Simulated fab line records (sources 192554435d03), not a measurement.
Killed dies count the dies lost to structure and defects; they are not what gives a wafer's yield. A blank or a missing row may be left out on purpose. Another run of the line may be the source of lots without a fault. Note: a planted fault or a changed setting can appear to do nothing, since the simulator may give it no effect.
Which of the tools did it? / flow n5 finfet / 30 wafers from 10 lots sampled at 3 of the route's 1938 steps

WHAT THE GAUGES READ, wafer by wafer
N5_BEOL_M7_CD_MEAS_28 targets a cd of 40 nm.
lot=L670; measured=day 9 18:02; on=cd sem-03; cd nm (nm)=40.11 39.61 40.37
lot=L671; measured=day 9 19:02; on=cd sem-03; cd nm (nm)=39.70 40.14 39.76
lot=L674; measured=day 10 00:49; on=cd sem-03; cd nm (nm)=40.14 40.16 39.70
lot=L675; measured=day 10 13:34; on=cd sem-01; cd nm (nm)=40.08 40.19 40.01
lot=L678; measured=day 11 08:38; on=cd sem-03; cd nm (nm)=39.98 39.90 39.74
lot=L685; measured=day 13 03:32; on=cd sem-01; cd nm (nm)=42.29 42.64 42.41
lot=L686; measured=day 13 03:56; on=cd sem-02; cd nm (nm)=42.30 42.03 41.83
lot=L689; measured=day 14 13:35; on=cd sem-02; cd nm (nm)=39.67 39.89 39.66
lot=L691; measured=day 14 19:56; on=cd sem-03; cd nm (nm)=40.09 40.27 40.23
lot=L692; measured=day 15 05:37; on=cd sem-01; cd nm (nm)=39.80 39.61 39.94

EACH LOT AND THE TOOL THAT RAN IT (in order: tool; ch and the chambers of the sampled wafers; start)
lot=L670; N5_BEOL_M7_HM_DEP_02=pvd sputter-01, day 9 16:34; N5_BEOL_M7_EXPOSE_25=euv scanner-01 ch 0, day 9 17:55
lot=L671; N5_BEOL_M7_HM_DEP_02=pvd sputter-01, day 9 17:25; N5_BEOL_M7_EXPOSE_25=euv scanner-02 ch 0, day 9 18:55
lot=L674; N5_BEOL_M7_HM_DEP_02=pvd sputter-01, day 9 21:55; N5_BEOL_M7_EXPOSE_25=euv scanner-01 ch 0, day 10 00:41
lot=L675; N5_BEOL_M7_HM_DEP_02=pvd sputter-02, day 10 12:00; N5_BEOL_M7_EXPOSE_25=euv scanner-01 ch 0, day 10 13:27
lot=L678; N5_BEOL_M7_HM_DEP_02=pvd sputter-03, day 11 05:28; N5_BEOL_M7_EXPOSE_25=euv scanner-02 ch 0, day 11 08:29
lot=L685; N5_BEOL_M7_HM_DEP_02=pvd sputter-01, day 13 00:14; N5_BEOL_M7_EXPOSE_25=euv scanner-01 ch 0, day 13 03:25
lot=L686; N5_BEOL_M7_HM_DEP_02=pvd sputter-01, day 13 00:56; N5_BEOL_M7_EXPOSE_25=euv scanner-01 ch 0, day 13 03:49
lot=L689; N5_BEOL_M7_HM_DEP_02=pvd sputter-02, day 14 08:47; N5_BEOL_M7_EXPOSE_25=euv scanner-02 ch 0, day 14 13:28
lot=L691; N5_BEOL_M7_HM_DEP_02=pvd sputter-01, day 14 18:23; N5_BEOL_M7_EXPOSE_25=euv scanner-02 ch 0, day 14 19:48
lot=L692; N5_BEOL_M7_HM_DEP_02=pvd sputter-01, day 15 03:38; N5_BEOL_M7_EXPOSE_25=euv scanner-02 ch 0, day 15 05:29
- N5_BEOL_M7_HM_DEP_02: deposits TiN, target thk 20 nm.
- N5_BEOL_M7_EXPOSE_25: exposes mask V6, target cd 40 nm.

THE ANSWER, worked out from the rows above alone
Rule: what is usual is taken from the lots themselves. Put in order of their means at a reading, lots are off if they are a third of the lots or fewer, leave a main group of 4 or more, and stand apart from it by a gap of 3 or more times the standard deviation of the main group's means; of several such gaps the widest counts. Not used: any main group whose means are identical at the precision the tables above print for the reading. Also off: a lot with no number at a reading for which 4 or more lots have one. All remaining lots with rows at the step are treated as sound.
Off, at N5_BEOL_M7_CD_MEAS_28 on cd nm: L685, L686. Main group: mean 39.95 nm, sd 0.15.
If a tool, at a process step before that reading, ran all the lots that are off and no sound lot after the first of them, it fits. Gauges at N5_BEOL_M7_CD_MEAS_28: tried the same way as those tools. One fits: euv scanner-01 at N5_BEOL_M7_EXPOSE_25. A fault onset in the window from L675 (day 10 13:27, its last sound lot) to L685 (day 13 03:25, its first lot off) fits.

WHAT THE SIMULATOR HAD PUT IN
Process parameter drift: euv scanner-01, from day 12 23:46 on, at N5_BEOL_M7_EXPOSE_25. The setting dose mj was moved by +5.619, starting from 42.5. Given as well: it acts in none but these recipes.
Struck lots among those shown: L685, L686. Same finding as the rule above.
